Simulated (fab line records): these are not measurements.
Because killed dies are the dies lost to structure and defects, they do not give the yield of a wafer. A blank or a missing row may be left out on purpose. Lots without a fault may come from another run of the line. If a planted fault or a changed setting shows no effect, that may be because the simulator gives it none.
Comparing a struck lot with a sound one + flow n5_finfet + 20 out of 1938 route steps
Sound: the wafers L504.2, L504.4, L504.6. Struck: wafer L509.2 (left out: L509.3, L509.6 of the same lot, which were not struck); the cause appears at the end.
Per side, at each step with rows, come the tool, then ch with its chambers, and then its first start. Under that, the readings that differ: sound wafers + struck wafers + difference of the means + sigmas: that difference in standard deviations of wafers without a fault.
alike: words and numbers the same on both sides, and readings whose means are apart by under 2 such deviations; not compared: readings that were withheld, readings missing a value for some wafer, numbers with overlapping values and no deviation given by the record, and bounds like >300 which may hide the same value.
The two part at a step that has a row with sigmas, a row that says differs or no value, or rows on one side only. When numbers do not overlap yet have no deviation, they are printed without sigmas and do not part them. A reading missing from all wafers of one side parts the sides only when that side holds two or more wafers.

first, 8 steps without rows for these wafers: N5_BEOL_M15_COAT_58 (time 60 s, resist thk 89 nm); N5_BEOL_M15_COAT_04 (resist thk 800 nm); N5_BEOL_M15_EBR_06; N5_BEOL_M15_SOFTBAKE_05 (time 60 s); N5_BEOL_M15_EXPOSE_07 (exposes mask V14); N5_BEOL_M15_PEB_08 (peb time 90 s); N5_BEOL_M15_DEVELOP_09 (develop time 45 s); N5_BEOL_M15_HARDBAKE_14 (time 120 s).
N5_BEOL_M15_CD_MEAS_10 targets a cd of 360 nm.
  sound on cd_sem-02 ch 0, day 13 11:26; struck on cd_sem-02 ch 0, day 15 03:42
  alike: cd_nm
N5_BEOL_M15_OVL_MEAS_11:
  sound on overlay-02 ch 0, day 13 11:28; struck on overlay-02 ch 0, day 15 03:44
  alike: V14_OVL
N5_BEOL_M15_INSPECT_12: inspects for defects (macro).
  sound: defect_inspect-01 at day 13 11:29; struck: defect_inspect-01 at day 15 03:45
  alike: raw_defect_count
N5_BEOL_M15_DESCUM_15: chemistry O2, time 7.9 s.
  sound on rie_diel-03 ch 1,2, day 13 11:31; struck on rie_diel-03 ch 2, day 15 04:00
  alike: drypump_motor_current_A, oes_product_au, rf_vpp_V, showerhead_plenum_p_Torr, throttle_valve_pct
  not compared: rf_hours_counter_h
N5_BEOL_M15_ETCH_59: etches BARC in N2/H2, target depth 89 nm, overetch 26.7 nm, time 67.9 s.
  sound on rie_diel-03 ch 1,2, day 13 11:33; struck on rie_diel-03 ch 2, day 15 04:02
| reading                                    | sound             | struck | difference | sigmas |
|--------------------------------------------|-------------------|--------|------------|--------|
| oes_product_au (a.u.)                      | 0.60 0.69 0.61    | 0.78   | +0.15      | +3     |
| run_length_s (s)                           | 91.9 90.8 91.8    | 70.7   | -20.8      | -39    |
| model.coat_of_BEOL_M15_COAT_04.thk_nm (nm) | 716.4 717.4 716.8 | 737.2  | +20.3      |        |
| model.etch.depth_nm (nm)                   | 89.43 89.79 89.62 | 79.84  | -9.77      |        |
  alike: drypump_motor_current_A, rf_vpp_V, showerhead_plenum_p_Torr, throttle_valve_pct
  not compared: rf_hours_counter_h
N5_BEOL_M15_VIA_ETCH_16: etches SiO2 in C4F8/O2/Ar, target depth 1792.2 nm.
  sound on rie_diel-03 ch 1,2, day 13 11:36; struck on rie_diel-03 ch 2, day 15 04:05
| reading                                    | sound           | struck | difference | sigmas |
|--------------------------------------------|-----------------|--------|------------|--------|
| model.coat_of_BEOL_M15_COAT_04.thk_nm (nm) | 326.2 331 325.4 | 357.6  | +30.1      |        |
  alike: C4F8_flow_sccm, drypump_motor_current_A, oes_product_au, rf_vpp_V, showerhead_plenum_p_Torr, throttle_valve_pct
N5_BEOL_M15_STRIP_63: strips in O2.
  sound on rie_diel-03 ch 1,2; struck on rie_diel-03 ch 2
  alike: drypump_motor_current_A, oes_product_au, rf_vpp_V, showerhead_plenum_p_Torr, throttle_valve_pct
  not compared: rf_hours_counter_h
N5_BEOL_M15_STRIP_64: strips in O2.
  sound on rie_diel-03 ch 1,2; struck on rie_diel-03 ch 2
  alike: drypump_motor_current_A, oes_product_au, rf_vpp_V, showerhead_plenum_p_Torr, throttle_valve_pct
  not compared: rf_hours_counter_h
then, 2 steps without rows for these wafers: N5_BEOL_M15_STRIP_65 (strips in post etch residue remover, time 60 s); N5_BEOL_M15_SRD_66 (time 30 s, dry time 30 s).
N5_BEOL_M15_CD_MEAS_17 targets a cd of 360 nm.
  sound: cd_sem-01 at day 13 12:01; struck: cd_sem-01 at day 15 04:30
| reading    | sound             | struck | difference | sigmas |
|------------|-------------------|--------|------------|--------|
| cd_nm (nm) | 362.0 363.4 362.4 | 356.8  | -5.8       | -4     |
then, 1 step without rows for these wafers: N5_BEOL_M15_COAT_56 (time 60 s, resist thk 550 nm).

== WHERE THEY PART ==
Earliest at N5_BEOL_M15_ETCH_59; latest, in this record, at N5_BEOL_M15_CD_MEAS_17.

WHY: what had been put in by the simulator
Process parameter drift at N5_BEOL_M15_ETCH_59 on rie_diel-03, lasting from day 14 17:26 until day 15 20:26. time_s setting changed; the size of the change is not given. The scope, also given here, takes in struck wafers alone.
